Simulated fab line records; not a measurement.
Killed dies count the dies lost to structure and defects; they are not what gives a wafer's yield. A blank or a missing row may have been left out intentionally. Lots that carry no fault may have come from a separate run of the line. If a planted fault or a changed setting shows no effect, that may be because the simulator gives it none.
fab line records	flow n5-finfet
record: lots: 7	wafers: 21	last-day: 17
route steps=1938 shown BEOL_M7@1324 BEOL_M8@1332
lots that met no fault: taken from a fault-free run of the same line
start-h: start of the lot's first displayed wafer, in hours after the record's first day	wait-h: hours from the lot's prior step to this one	" the same as in the row above	L1.1+2: a single row standing in for several wafers	- value missing, or start not given	* or withheld: withheld	< > ~ a bound
route shown NAME@n: NAME is a module with steps in the file, n the number in the route of the first one	usual: mean/standard deviation taken from wafers without a fault	same: alike in all rows	chamber/n: place in a boat	sites: each site's reading	_std_site: the standard deviation of these	_edge_site: the outer-site mean with the inner-site mean subtracted	radius-mm: for every site, how far away it sits from the centre of the wafer	mask NAME#n: copy n	behind: the last tool/chamber to shape the wafer	hold: why the lot went on hold/how many hours it stayed there/how the hold came to an end	device: whichever transistor did not switch (one of n, p or np)	end of line: the route-end tests of the same wafers	a step without rows: its recipe alone	killed: count of dies lost to structure and defects at first sort (not the wafer's yield)	map: dies across one wafer; x = killed, . = not, _ = none there
set.NAME: the setting that was run; set.NAME@STEP: the one run at that earlier step	model.NAME: the simulator's own value behind a step, which no gauge read
lots at selected steps of the route; one table per step, one row per wafer
services: from which hour (start-h, from the record's first day; less than 0 if before it) a tool's chamber was out of use, for how many hours, and why
== steps ==
step: N5_BEOL_M7_ECD_50
recipe: material: Cu	target-thk-a: 3000
step: N5_BEOL_M7_ANNEAL_51
recipe: temp-c: 225	time-s: 90	ambient: N2
step: N5_BEOL_M7_CMP_52
recipe: stop-on: SiCOH_lowk	t-overpolish-s: 6.9	down-force-psi: 1	platen-rpm: 50	clearing-platen-down-force-psi: 1.5	clearing-platen-rpm: 50	post-cmp-clean: cu-alkaline	target-thk-nm: 80	clearing-platen-pad-velocity-m-s: 0.99484	pad-velocity-m-s: 0.99484
usual: barrier-field-endpoint-s: 28.8/0.71	motor-current-A: 5.9/0.59	overpolish-run-s: 6.900/0.0083	time-to-endpoint-s: 62/3.4
lot.wafer	tool	chamber	start-h	wait-h	barrier-field-endpoint-s	motor-current-A	overpolish-run-s	time-to-endpoint-s
L321.4	cmp-01	3	224.17	0.1	29.0	5.1	6.902	57
L321.1	"	1	"	"	28.3	6.4	6.901	62
L321.5	"	0	"	"	28.9	5.4	6.893	57
L322.4	cmp-04	3	237.59	0.1	30.0	6.3	6.896	67
L322.1	"	1	"	"	30.0	6.3	6.874	66
L322.6	"	3	"	"	29.1	6.0	6.887	67
L323.2	cmp-04	1	244.31	0.2	29.3	6.0	6.901	67
L323.4	"	3	"	"	30.3	5.7	6.900	70
L323.5	"	2	"	"	29.7	6.0	6.888	66
L324.3	cmp-04	1	256.68	0.2	30.1	6.3	6.897	68
L324.2	"	3	"	"	30.0	6.2	6.906	66
L324.5	"	2	"	"	29.8	6.1	6.894	67
L333.4	cmp-01	1	311.69	0.2	28.5	6.3	6.908	60
L333.5	"	0	"	"	27.8	5.1	6.898	56
L333.6	"	1	"	"	28.6	6.4	6.903	58
L338.4	cmp-02	1	330.06	0.1	28.4	6.9	6.883	60
L338.3	"	2	"	"	28.6	4.9	6.905	61
L338.1	"	3	"	"	28.7	6.0	6.910	61
L339.3	cmp-04	1	334.51	0.2	28.7	5.7	6.908	62
L339.2	"	2	"	"	29.2	5.9	6.891	61
L339.1	"	3	"	"	28.4	6.5	6.902	61
step: N5_BEOL_M7_THK_MEAS_53
recipe: thk-meas-gauge: xrf	reads: Cu_of_BEOL_M7_ECD_50
usual: M7_THK: 78.9/1.8
lot.wafer	tool	chamber	start-h	wait-h	M7_THK[nm]
L321.1	film-metro-01	-	224.46	-	77.4
L321.4	"	-	"	"	73.7
L321.5	"	-	"	"	77.9
L322.1	film-metro-02	-	237.88	-	80.1
L322.4	"	-	"	"	80.7
L322.6	"	-	"	"	81.0
L323.2	film-metro-01	-	244.61	-	79.3
L323.4	"	-	"	"	81.0
L323.5	"	-	"	"	80.2
L324.2	film-metro-01	-	256.97	-	76.7
L324.3	"	-	"	"	81.0
L324.5	"	-	"	"	77.7
L333.4	film-metro-02	-	311.95	-	82.1
L333.5	"	-	"	"	79.8
L333.6	"	-	"	"	79.1
L338.1	film-metro-01	-	330.35	-	80.3
L338.3	"	-	"	"	76.7
L338.4	"	-	"	"	77.8
L339.1	film-metro-02	-	334.81	-	83.0
L339.2	"	-	"	"	79.1
L339.3	"	-	"	"	81.6
step: N5_BEOL_M7_PRE_CLEAN_55
recipe: gas: NH3	time-s: 15	temp-c: withheld	rf-power-w: 300
step: N5_BEOL_M7_DEP_56
recipe: material: SiCN	target-thk-a: 100	temp-c: withheld	precursor: 3MS/NH3	pressure-torr: 3	rf-w: 202	time-s: 17.5
usual: chamber-pressure-Torr: 3.000/0.0062	rf-fwd-power-W: 199.7/0.64	showerhead-plenum-p-Torr: 3.667/0.017	showerhead-vpp-V: 894/40	throttle-valve-pct: 9.0/0.49
lot.wafer	tool	chamber	start-h	wait-h	chamber-pressure-Torr	rf-fwd-power-W	showerhead-plenum-p-Torr	showerhead-vpp-V	throttle-valve-pct
L321.1	pecvd-03	0	224.52	0.0	3.002	199.8	3.680	878	9.3
L321.4	"	0	"	"	2.997	199.2	3.691	879	9.4
L321.5	"	2	"	"	2.995	198.7	3.666	931	8.7
L322.1	pecvd-03	2	237.94	0.0	2.998	198.6	3.667	933	8.5
L322.4	"	2	"	"	3.004	199.1	3.681	935	8.5
L322.6	"	1	"	"	2.999	199.4	3.656	939	8.6
L323.2	pecvd-04	2	244.68	0.0	3.005	199.8	3.684	927	8.5
L323.4	"	2	"	"	3.001	200.0	3.690	927	8.4
L323.5	"	0	"	"	2.989	199.5	3.670	861	8.9
L324.2	pecvd-04	2	257.03	0.0	2.990	199.8	3.680	920	8.5
L324.3	"	0	"	"	2.994	199.5	3.662	843	8.8
L324.5	"	1	"	"	3.007	200.6	3.667	864	9.7
L333.4	pecvd-01	2	312.03	0.0	3.004	199.3	3.625	904	8.5
L333.5	"	0	"	"	2.986	199.4	3.633	864	9.5
L333.6	"	1	"	"	3.004	199.7	3.689	814	9.6
L338.1	pecvd-01	2	330.42	0.0	2.994	198.1	3.630	913	8.8
L338.3	"	1	"	"	3.001	199.5	3.698	802	9.4
L338.4	"	2	"	"	2.995	198.5	3.631	911	8.7
L339.1	pecvd-03	2	334.87	0.0	2.994	199.4	3.674	934	8.7
L339.2	"	1	"	"	2.997	199.3	3.650	943	8.5
L339.3	"	0	"	"	3.001	198.8	3.678	882	9.6
step: N5_BEOL_M7_RS_MEAS_57
recipe: thk-meas-gauge: four-point-probe	reads: Cu_of_BEOL_M7_ECD_50+Co_of_BEOL_M7_CVD_78+TaN_of_BEOL_M7_ALD_77
usual: M7_RS: 0.288/0.0073
lot.wafer	tool	chamber	start-h	wait-h	M7_RS[ohm/sq]
L321.1	film-metro-01	-	224.59	0.1	0.293
L321.4	"	-	"	"	0.310
L321.5	"	-	"	"	0.291
L322.1	film-metro-01	-	238.01	0.1	0.284
L322.4	"	-	"	"	0.282
L322.6	"	-	"	"	0.281
L323.2	film-metro-02	-	244.77	0.1	0.285
L323.4	"	-	"	"	0.277
L323.5	"	-	"	"	0.280
L324.2	film-metro-02	-	257.10	0.1	0.297
L324.3	"	-	"	"	0.279
L324.5	"	-	"	"	0.293
L333.4	film-metro-01	-	312.08	0.0	0.277
L333.5	"	-	"	"	0.286
L333.6	"	-	"	"	0.286
L338.1	film-metro-02	-	330.49	0.1	0.281
L338.3	"	-	"	"	0.294
L338.4	"	-	"	"	0.291
L339.1	film-metro-02	-	334.94	0.1	0.276
L339.2	"	-	"	"	0.293
L339.3	"	-	"	"	0.281
step: N5_BEOL_M7_INSPECT_58
recipe: inspect-instrument: darkfield	mode: post-dep
usual: raw-defect-count: 74/20
lot.wafer	tool	chamber	start-h	wait-h	raw-defect-count
L321.1	defect-inspect-02	-	224.62	0.0	78
L321.4	"	-	"	"	67
L321.5	"	-	"	"	50
L322.1	defect-inspect-01	-	238.04	0.0	101
L322.4	"	-	"	"	84
L322.6	"	-	"	"	72
L323.2	defect-inspect-01	-	244.80	0.0	64
L323.4	"	-	"	"	82
L323.5	"	-	"	"	75
L324.2	defect-inspect-02	-	257.13	0.0	48
L324.3	"	-	"	"	65
L324.5	"	-	"	"	54
L333.4	defect-inspect-02	-	312.11	0.0	58
L333.5	"	-	"	"	103
L333.6	"	-	"	"	47
L338.1	defect-inspect-01	-	330.51	0.0	75
L338.3	"	-	"	"	67
L338.4	"	-	"	"	78
L339.1	defect-inspect-02	-	334.96	0.0	79
L339.2	"	-	"	"	105
L339.3	"	-	"	"	121
step: N5_BEOL_M8_ILD_DEP_00
recipe: material: SiCOH_lowk	target-thk-a: 1797.5	temp-c: 300	precursor: DEMS/porogen	pressure-torr: 5	rf-w: 500	time-s: 33.4
step: N5_BEOL_M8_CURE_74
recipe: temp-c: 385	time-s: 240	ambient: He/Ar	material: SiCOH_lowk
step: N5_BEOL_M8_THK_MEAS_01
recipe: reads: SiCOH_lowk_of_BEOL_M8_ILD_DEP_00
usual: M8_ILD_THK: 154.1/1.8
lot.wafer	tool	chamber	start-h	wait-h	M8_ILD_THK[nm]
L321.1	film-metro-01	-	225.25	0.4	150.4
L321.4	"	-	"	"	154.4
L321.5	"	-	"	"	152.7
L322.1	film-metro-02	-	238.65	0.4	150.0
L322.4	"	-	"	"	153.1
L322.6	"	-	"	"	153.2
L323.2	film-metro-02	-	245.43	0.4	151.2
L323.4	"	-	"	"	152.7
L323.5	"	-	"	"	154.4
L324.2	film-metro-01	-	257.77	0.4	152.7
L324.3	"	-	"	"	152.9
L324.5	"	-	"	"	155.6
L333.4	film-metro-02	-	312.72	0.2	155.7
L333.5	"	-	"	"	155.5
L333.6	"	-	"	"	155.5
L338.1	film-metro-01	-	331.13	0.4	153.0
L338.3	"	-	"	"	152.7
L338.4	"	-	"	"	155.4
L339.1	film-metro-01	-	335.58	0.4	155.6
L339.2	"	-	"	"	152.8
L339.3	"	-	"	"	154.5
step: N5_BEOL_M8_PECVD_70
recipe: material: SiO2	target-thk-a: 200	temp-c: 400	precursor: TEOS/O2	pressure-torr: 5.5	rf-w: 450	teos-flow-sccm: 53.8	gas: O2	flow-sccm: 3000	time-s: 22.7
usual: heater-power-w: 799/110	showerhead-plenum-p-Torr: 8.74/0.11	showerhead-vpp-V: 1311/57	throttle-valve-pct: 22.4/1.2
lot.wafer	tool	chamber	start-h	wait-h	heater-power-w	showerhead-plenum-p-Torr	showerhead-vpp-V	throttle-valve-pct
L321.1	pecvd-04	0	225.29	0.0	731	8.82	1270	22.4
L321.4	"	1	"	"	846	8.77	1292	23.8
L321.5	"	1	"	"	866	8.77	1303	24.0
L322.1	pecvd-01	0	238.69	0.0	717	8.63	1296	22.9
L322.4	"	0	"	"	708	8.61	1294	23.3
L322.6	"	1	"	"	864	8.94	1232	23.4
L323.2	pecvd-01	1	245.47	0.0	805	8.90	1203	23.9
L323.4	"	1	"	"	796	8.93	1230	23.4
L323.5	"	0	"	"	658	8.62	1275	22.9
L324.2	pecvd-02	0	257.80	0.0	1047	8.69	1263	23.5
L324.3	"	1	"	"	810	8.74	1392	20.6
L324.5	"	1	"	"	798	8.73	1403	20.6
L333.4	pecvd-01	1	312.78	0.1	881	8.93	1224	23.6
L333.5	"	2	"	"	708	8.63	1348	21.7
L333.6	"	0	"	"	750	8.62	1313	23.0
L338.1	pecvd-02	2	331.16	0.0	952	8.77	1368	21.0
L338.3	"	1	"	"	851	8.74	1380	20.7
L338.4	"	2	"	"	968	8.79	1367	21.4
L339.1	pecvd-04	1	335.61	0.0	902	8.76	1322	24.1
L339.2	"	2	"	"	735	8.89	1404	20.8
L339.3	"	0	"	"	586	8.79	1288	22.2
step: N5_BEOL_M8_HM_DEP_02
recipe: material: TiN	target-thk-a: 200	temp-c: 25	chamber-pressure-pa: 0.49996
usual: chamber-pressure-pa: 0.5000/0.00099	substrate-temp-c: 25.00/0.1	throttle-valve-pct: 30.5/0.76
lot.wafer	tool	chamber	start-h	wait-h	chamber-pressure-pa	substrate-temp-c	throttle-valve-pct
L321.1	pvd-sputter-02	-	226.41	1.1	0.5000	25.07	30.0
L321.4	"	-	"	"	0.5024	25.00	30.9
L321.5	"	-	"	"	0.5002	25.13	29.1
L322.1	pvd-sputter-01	-	239.05	0.3	-	-	-
L322.4	"	-	"	"	-	-	-
L322.6	"	-	"	"	-	-	-
L323.2	pvd-sputter-02	-	246.86	1.4	-	-	-
L323.4	"	-	"	"	-	-	-
L323.5	"	-	"	"	-	-	-
L324.2	pvd-sputter-03	-	258.57	0.8	-	-	-
L324.3	"	-	"	"	-	-	-
L324.5	"	-	"	"	-	-	-
L333.4	pvd-sputter-01	-	313.34	0.5	0.5013	24.95	30.8
L333.5	"	-	"	"	0.4996	25.04	29.8
L333.6	"	-	"	"	0.5012	24.89	30.8
L338.1	pvd-sputter-01	-	332.34	1.2	0.4994	24.97	30.3
L338.3	"	-	"	"	0.4992	25.22	30.0
L338.4	"	-	"	"	0.5013	24.96	30.9
L339.1	pvd-sputter-03	-	336.30	0.7	0.5007	24.91	30.7
L339.2	"	-	"	"	0.4994	24.96	31.1
L339.3	"	-	"	"	0.5003	24.99	31.3
step: N5_BEOL_M8_COAT_59
recipe: resist: SOC	temp-c: 250	time-s: 60	spin-rpm: 1500	resist-thk-nm: 100
step: N5_BEOL_M8_COAT_60
recipe: resist: SiARC	temp-c: 220	time-s: 60	spin-rpm: 1500	resist-thk-nm: 35
step: N5_BEOL_M8_COAT_05
recipe: resist: CAR-ArF	spin-rpm: 1500	resist-thk-nm: 90
step: N5_BEOL_M8_EBR_07
recipe: solvent: PGMEA	ebr-width-mm: 1.5
step: N5_BEOL_M8_SOFTBAKE_06
recipe: temp-c: 110	time-s: 60	resist: CAR-ArF
step: N5_BEOL_M8_EXPOSE_08
recipe: mask-id: M8	na: 1.35	source-shape: dipole	sigma-inner: 0.817	sigma-outer: 0.97	polarization: te	dose-mj: 68.25
step: N5_BEOL_M8_PEB_09
recipe: peb-temp-c: withheld	peb-time-s: 60	resist: CAR-ArF
step: N5_BEOL_M8_DEVELOP_10
recipe: develop-time-s: 30	developer: TMAH	resist: CAR-ArF	rinse-liquid: diw	dry: air-spin	dev-temp-c: 23
step: N5_BEOL_M8_CD_MEAS_11
recipe: target-cd-nm: 38.5	landing-energy-ev: 500	detector: se-inlens	polarity: opening
usual: cd-nm: 38.5/0.37
lot.wafer	tool	chamber	start-h	wait-h	cd-nm
L321.1	cd-sem-03	0	226.91	-	38.3
L321.4	"	0	"	"	37.9
L321.5	"	0	"	"	38.4
L322.1	cd-sem-02	0	239.55	-	38.8
L322.4	"	0	"	"	39.0
L322.6	"	0	"	"	38.4
L323.2	cd-sem-02	0	247.36	-	39.2
L323.4	"	0	"	"	38.6
L323.5	"	0	"	"	38.7
L324.2	cd-sem-01	0	259.07	-	38.0
L324.3	"	0	"	"	38.7
L324.5	"	0	"	"	38.4
L333.4	cd-sem-02	0	313.84	-	38.8
L333.5	"	0	"	"	38.7
L333.6	"	0	"	"	38.7
L338.1	cd-sem-03	0	332.71	-	38.9
L338.3	"	0	"	"	38.7
L338.4	"	0	"	"	39.1
L339.1	cd-sem-02	0	336.79	-	38.1
L339.2	"	0	"	"	38.7
L339.3	"	0	"	"	38.4
step: N5_BEOL_M8_OVL_MEAS_12
recipe: points-per-wafer: 44
usual: M8_OVL: -0.2/0.67
lot.wafer	tool	chamber	start-h	wait-h	M8_OVL[nm]
L321.1	overlay-02	0	226.96	0.0	-0.7
L321.4	"	0	"	"	0.4
L321.5	"	0	"	"	0.5
L322.1	overlay-02	0	239.58	0.0	-0.4
L322.4	"	0	"	"	-0.7
L322.6	"	0	"	"	-1.0
L323.2	overlay-02	0	247.39	0.0	0.8
L323.4	"	0	"	"	-1.1
L323.5	"	0	"	"	0.7
L324.2	overlay-01	0	259.10	0.0	-0.1
L324.3	"	0	"	"	-0.1
L324.5	"	0	"	"	-0.3
L333.4	overlay-01	0	313.87	0.0	-0.8
L333.5	"	0	"	"	0.2
L333.6	"	0	"	"	-1.0
L338.1	overlay-01	0	332.74	0.0	0.0
L338.3	"	0	"	"	0.1
L338.4	"	0	"	"	-0.5
L339.1	overlay-02	0	336.82	0.0	-0.4
L339.2	"	0	"	"	0.4
L339.3	"	0	"	"	0.9
step: N5_BEOL_M8_INSPECT_13
recipe: mode: adi	inspect-instrument: brightfield
usual: raw-defect-count: 461/100
lot.wafer	tool	chamber	start-h	wait-h	raw-defect-count
L321.1	defect-inspect-01	-	226.98	0.0	279
L321.4	"	-	"	"	349
L321.5	"	-	"	"	384
L322.1	defect-inspect-01	-	239.60	0.0	307
L322.4	"	-	"	"	300
L322.6	"	-	"	"	281
L323.2	defect-inspect-02	-	247.41	0.0	270
L323.4	"	-	"	"	248
L323.5	"	-	"	"	348
L324.2	defect-inspect-02	-	259.13	0.0	242
L324.3	"	-	"	"	269
L324.5	"	-	"	"	223
L333.4	defect-inspect-02	-	313.90	0.0	481
L333.5	"	-	"	"	528
L333.6	"	-	"	"	390
L338.1	defect-inspect-02	-	332.77	0.0	339
L338.3	"	-	"	"	361
L338.4	"	-	"	"	533
L339.1	defect-inspect-02	-	336.85	0.0	384
L339.2	"	-	"	"	422
L339.3	"	-	"	"	524
step: N5_BEOL_M8_DESCUM_16
recipe: chemistry: O2	time-s: 7.9	source-power-w: 50	bias-power-w: 20	pressure-mtorr: 20	rf-frequency-hz: 2.712e+07	temp-c: 40	resist: CAR-ArF	o2-flow-sccm: 225
usual: drypump-motor-current-A: 5.8/0.48	o2-flow-sccm: 225.1/0.81	oes-product-au: 0.78/0.091	rf-vpp-V: 243.2/1.4	showerhead-plenum-p-Torr: 2.10/0.075	throttle-valve-pct: 20.33/0.24
lot.wafer	tool	chamber	start-h	wait-h	drypump-motor-current-A	o2-flow-sccm	oes-product-au	rf-hours-counter-h	rf-vpp-V	showerhead-plenum-p-Torr	throttle-valve-pct
L321.1	rie-diel-05	2	227.11	0.1	6.3	225.9	0.69	213	242.4	2.07	20.59
L321.4	"	0	"	"	5.2	226.0	0.70	239	243.0	2.15	20.58
L321.5	"	1	"	"	6.2	224.6	0.97	-	243.6	2.05	20.14
L322.1	rie-diel-01	3	239.64	0.0	5.1	225.2	0.78	84	245.3	2.20	20.11
L322.4	"	2	"	"	5.4	223.4	0.79	95	244.5	2.21	20.26
L322.6	"	1	"	"	6.1	224.4	0.71	-	241.5	1.98	20.29
L323.2	rie-diel-01	3	247.44	0.0	5.1	225.4	0.77	87	245.9	2.20	20.11
L323.4	"	3	"	"	5.1	225.4	0.78	-	243.2	2.20	20.10
L323.5	"	0	"	"	5.5	223.9	0.92	-	244.4	2.14	19.82
L324.2	rie-diel-01	1	259.31	0.2	6.1	225.1	0.70	223	241.0	1.98	20.32
L324.3	"	2	"	"	5.4	224.7	0.80	103	245.2	2.21	20.26
L324.5	"	2	"	"	5.4	223.9	0.80	-	245.9	2.21	20.28
L333.4	rie-diel-01	3	313.93	0.0	5.1	224.7	0.76	113	246.9	2.19	20.15
L333.5	"	3	"	"	5.1	224.5	0.76	-	244.3	2.19	20.15
L333.6	"	2	"	"	5.3	225.3	0.77	-	245.9	2.20	20.29
L338.1	rie-diel-01	1	332.95	0.2	6.1	224.2	0.69	249	238.8	1.97	20.34
L338.3	"	3	"	"	5.1	224.0	0.76	121	243.6	2.18	20.17
L338.4	"	0	"	"	5.5	225.8	0.87	52	241.4	2.12	19.84
L339.1	rie-diel-03	1	336.88	0.0	5.7	226.1	0.74	159	243.6	2.18	20.15
L339.2	"	0	"	"	6.3	224.3	0.82	84	241.6	2.03	20.42
L339.3	"	3	"	"	6.3	224.7	0.73	185	240.8	1.99	20.39
step: N5_BEOL_M8_ETCH_61
recipe: chemistry: CF4	target: SiARC	target-depth-a: 455	mask-material: CAR-ArF	time-s: 75.8	ion-energy-ev: 80	pressure-mtorr: 40	source-w: 545	bias-w: 36	Ar_flow_sccm: 100	cf4-flow-sccm: 100	ends: cleared
step: N5_BEOL_M8_ETCH_62
recipe: chemistry: N2/H2	target: SOC	target-depth-a: 1100	overetch-a: 220	mask-material: SiARC	temp-c: 40	time-s: 165	ion-energy-ev: 200	pressure-mtorr: 30	source-w: 840	bias-w: 150	n2-flow-sccm: 200	h2-flow-sccm: 200
step: N5_BEOL_M8_STRIP_68
recipe: chemistry: N2/H2	temp-c: 40	n2-flow-sccm: 200	h2-flow-sccm: 200	rf-frequency-hz: 6e+07
step: N5_BEOL_M8_STRIP_67
recipe: chemistry: CF4	resist: SiARC	power-w: 300	bias-power-w: 75	pressure-mtorr: 50	cf4-flow-sccm: 150	rf-frequency-hz: 6e+07
step: N5_BEOL_M8_HM_OPEN_17
recipe: chemistry: Cl2/BCl3	target-depth-a: 200	overetch-a: 60	target: TiN	mask-material: SOC	ion-energy-ev: 150	pressure-mtorr: 10	icp-w: 1000	bias-w: 126	Cl2_flow_sccm: 53.25	bcl3-flow-sccm: 21.75	Ar_flow_sccm: 25
usual: bias-w: 126.0/0.4	drypump-motor-current-A: 5.7/0.4	mfc-cl2-sccm: 53.25/0.16	oes-product-au: 0.65/0.061	throttle-valve-pct: 22.03/0.1
lot.wafer	tool	chamber	start-h	wait-h	bias-w	drypump-motor-current-A	mfc-cl2-sccm	oes-product-au	rf-hours-counter-h	throttle-valve-pct	model.etch.depth-nm
L321.1	rie-metal-03	1	227.39	0.0	125.7	5.7	53.55	0.57	79	22.07	19.54
L321.4	"	1	"	"	125.5	5.7	53.59	0.58	-	22.05	19.66
L321.5	"	0	"	"	125.9	5.2	53.06	0.72	-	22.04	19.89
L322.1	rie-metal-02	1	239.91	0.0	125.3	5.5	53.14	0.26	70	22.82	0
L322.4	"	1	"	"	126.2	5.5	53.14	0.26	-	22.84	0
L322.6	"	1	"	"	125.8	5.5	53.22	0.26	-	22.83	0
L323.2	rie-metal-03	1	247.72	0.0	126.4	5.7	53.42	0.26	80	22.69	0
L323.4	"	1	"	"	126.1	5.7	53.69	0.25	-	22.69	0
L323.5	"	0	"	"	126.5	5.2	53.09	0.31	-	22.70	0
L324.2	rie-metal-03	0	259.59	0.0	126.2	5.2	53.55	0.32	16	22.69	0
L324.3	"	1	"	"	126.1	5.7	53.43	0.26	-	22.70	0
L324.5	"	0	"	"	126.2	5.2	53.21	0.32	-	22.71	0
L333.4	rie-metal-01	1	314.24	0.1	126.2	5.8	53.13	0.61	-	21.97	20.03
L333.5	"	1	"	"	126.0	5.9	53.29	0.62	-	21.95	20.16
L333.6	"	0	"	"	125.8	6.6	53.14	0.67	-	22.09	20.07
L338.1	rie-metal-01	0	333.23	0.0	126.0	6.6	53.23	0.66	37	22.09	20
L338.3	"	1	"	"	125.4	5.8	53.11	0.61	-	21.96	19.95
L338.4	"	0	"	"	126.4	6.6	53.11	0.66	-	22.12	19.99
L339.1	rie-metal-03	1	337.16	0.0	126.0	5.7	53.28	0.57	88	22.07	19.97
L339.2	"	0	"	"	125.6	5.2	53.42	0.70	23	22.08	20.05
L339.3	"	1	"	"	125.2	5.6	53.51	0.58	-	22.06	20.02
step: N5_BEOL_M8_STRIP_19
recipe: chemistry: O2	power-w: 400	temp-c: 40	pressure-mtorr: 30	rf-frequency-hz: 6e+07	bias-power-w: 0	overash-fraction: 0.2	o2-flow-sccm: 225
usual: drypump-motor-current-A: 5.8/0.48	o2-flow-sccm: 225.0/0.67	oes-product-au: 0.77/0.079	rf-vpp-V: 3.6/0.6	showerhead-plenum-p-Torr: 2.11/0.078	throttle-valve-pct: 16.58/0.24
lot.wafer	tool	chamber	start-h	wait-h	drypump-motor-current-A	o2-flow-sccm	oes-product-au	rf-hours-counter-h	rf-vpp-V	showerhead-plenum-p-Torr	throttle-valve-pct
L321.1	rie-diel-05	2	227.69	0.3	6.3	224.9	0.69	213	2.5	2.08	16.85
L321.4	"	3	"	"	5.4	225.3	0.72	209	2.9	2.07	16.83
L321.5	"	0	"	"	5.2	224.2	0.69	-	4.2	2.16	16.84
L322.1	rie-diel-03	2	240.03	0.1	6.6	226.2	0.69	227	3.1	2.15	16.99
L322.4	"	1	"	"	5.7	225.2	0.78	122	3.3	2.20	16.39
L322.6	"	2	"	"	6.6	225.1	0.70	-	3.1	2.15	17.02
L323.2	rie-diel-05	3	247.87	0.1	5.4	224.6	0.71	214	3.6	2.07	16.84
L323.4	"	0	"	"	5.2	224.3	0.70	246	3.7	2.15	16.84
L323.5	"	0	"	"	5.2	225.0	0.68	-	3.6	2.16	16.87
L324.2	rie-diel-03	3	259.89	0.3	6.3	224.6	0.76	157	3.0	2.01	16.60
L324.3	"	2	"	"	6.6	224.9	0.69	236	3.4	2.15	16.99
L324.5	"	2	"	"	6.6	224.9	0.70	-	2.6	2.15	17.01
L333.4	rie-diel-01	0	314.32	0.1	5.5	225.5	0.87	44	2.9	2.13	16.13
L333.5	"	1	"	"	6.1	225.3	0.69	-	4.1	1.98	16.68
L333.6	"	2	"	"	5.4	225.3	0.78	-	3.0	2.21	16.52
L338.1	rie-diel-03	0	333.34	0.1	6.3	224.8	0.83	82	3.4	2.04	16.61
L338.3	"	3	"	"	6.3	224.3	0.73	183	4.6	2.00	16.66
L338.4	"	0	"	"	6.3	225.6	0.83	-	2.8	2.04	16.64
L339.1	rie-diel-05	0	337.36	0.2	5.2	225.2	0.90	20	3.7	2.15	16.41
L339.2	"	3	"	"	5.3	225.8	0.69	249	2.9	2.06	16.90
L339.3	"	1	"	"	6.1	225.4	0.87	45	3.3	2.04	16.43
step: N5_BEOL_M8_CD_MEAS_18
recipe: pitch-nm: 80	target-cd-nm: 40
usual: cd-nm: 40.1/0.44
lot.wafer	tool	chamber	start-h	wait-h	cd-nm
L321.1	cd-sem-01	-	227.76	0.0	40.1
L321.4	"	-	"	"	39.6
L321.5	"	-	"	"	40.3
L322.1	cd-sem-01	-	240.09	0.0	-
L322.4	"	-	"	"	-
L322.6	"	-	"	"	-
L323.2	cd-sem-03	-	247.94	0.1	-
L323.4	"	-	"	"	-
L323.5	"	-	"	"	-
L324.2	cd-sem-01	-	259.96	0.1	-
L324.3	"	-	"	"	-
L324.5	"	-	"	"	-
L333.4	cd-sem-03	-	314.39	0.1	40.7
L333.5	"	-	"	"	40.2
L333.6	"	-	"	"	40.5
L338.1	cd-sem-03	-	333.41	0.0	40.5
L338.3	"	-	"	"	40.2
L338.4	"	-	"	"	40.5
L339.1	cd-sem-01	-	337.43	0.0	39.5
L339.2	"	-	"	"	40.2
L339.3	"	-	"	"	39.4
step: N5_BEOL_M8_COAT_63
recipe: resist: SOC	temp-c: 250	time-s: 60	spin-rpm: 1500	resist-thk-nm: 60
== services ==
tool	chamber	start-h	hours	kind
rie-metal-03	-	205.01	2.8	pm
cmp-02	-	214.94	0.6	repair
rie-diel-01	0	225.59	5.0	repair
cmp-01	-	231.10	4.0	pm
pecvd-03	1	232.91	4.1	repair
rie-metal-01	-	241.19	1.0	repair
cmp-01	-	242.23	1.7	repair
cmp-01	-	244.76	2.1	repair
rie-diel-01	1	246.01	6.7	repair
cmp-01	-	250.14	0.8	repair
pecvd-02	2	255.39	13.3	repair
rie-metal-03	-	259.33	0.2	repair
cmp-01	-	280.40	2.6	repair
cmp-04	-	281.58	5.7	pm
pecvd-02	-	284.87	1.5	repair
pecvd-03	-	292.21	0.6	repair
rie-diel-01	1	300.08	2.1	repair
rie-diel-03	-	306.71	2.8	pm
pecvd-04	0	306.89	23.2	repair
rie-diel-03	2	315.09	11.2	repair
pecvd-04	-	319.62	0.5	repair
cmp-01	-	328.49	3.4	repair
rie-diel-05	3	331.50	3.1	repair
cmp-01	-	332.11	0.2	repair
== key ==
first-sign: step: N5_BEOL_M8_HM_DEP_02	reading: tool-record	direction: missing
effect: step: N5_BEOL_M8_HM_OPEN_17	reading: oes-product-au	direction: down	sigmas: 6.2	usual: 0.65	struck: 0.28
effect: step: N5_BEOL_M8_CD_MEAS_18	reading: cd-nm	direction: missing
model-effect: step: N5_BEOL_M8_HM_OPEN_17	value: etch.depth-nm	without: 20	struck: 0
met-at N5_BEOL_M8_HM_DEP_02
struck-wafers L322.1,L322.4,L322.6,L323.2,L323.4,L323.5,L324.2,L324.3,L324.5
later-rows-left-out L322.1,L322.4,L322.6,L323.2,L323.4,L323.5,L324.2,L324.3,L324.5
sort-left-out L322.1,L322.4,L322.6,L323.2,L323.4,L323.5,L324.2,L324.3,L324.5
onset-between 226.41 239.05
fault: kind: skipped-step-whole	tool: pvd-sputter-01,pvd-sputter-02,pvd-sputter-03	chamber: -	onset-h: 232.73	steps: N5_BEOL_M8_HM_DEP_02	scope: struck-lots-only
sort-left-out: the simulated sort isn't trusted on such a fault, so these wafers' sort isn't shown, and their yield isn't known
later-rows-left-out: the simulator's readings of these wafers behind a module that went badly wrong aren't trusted and aren't shown, but for the sort
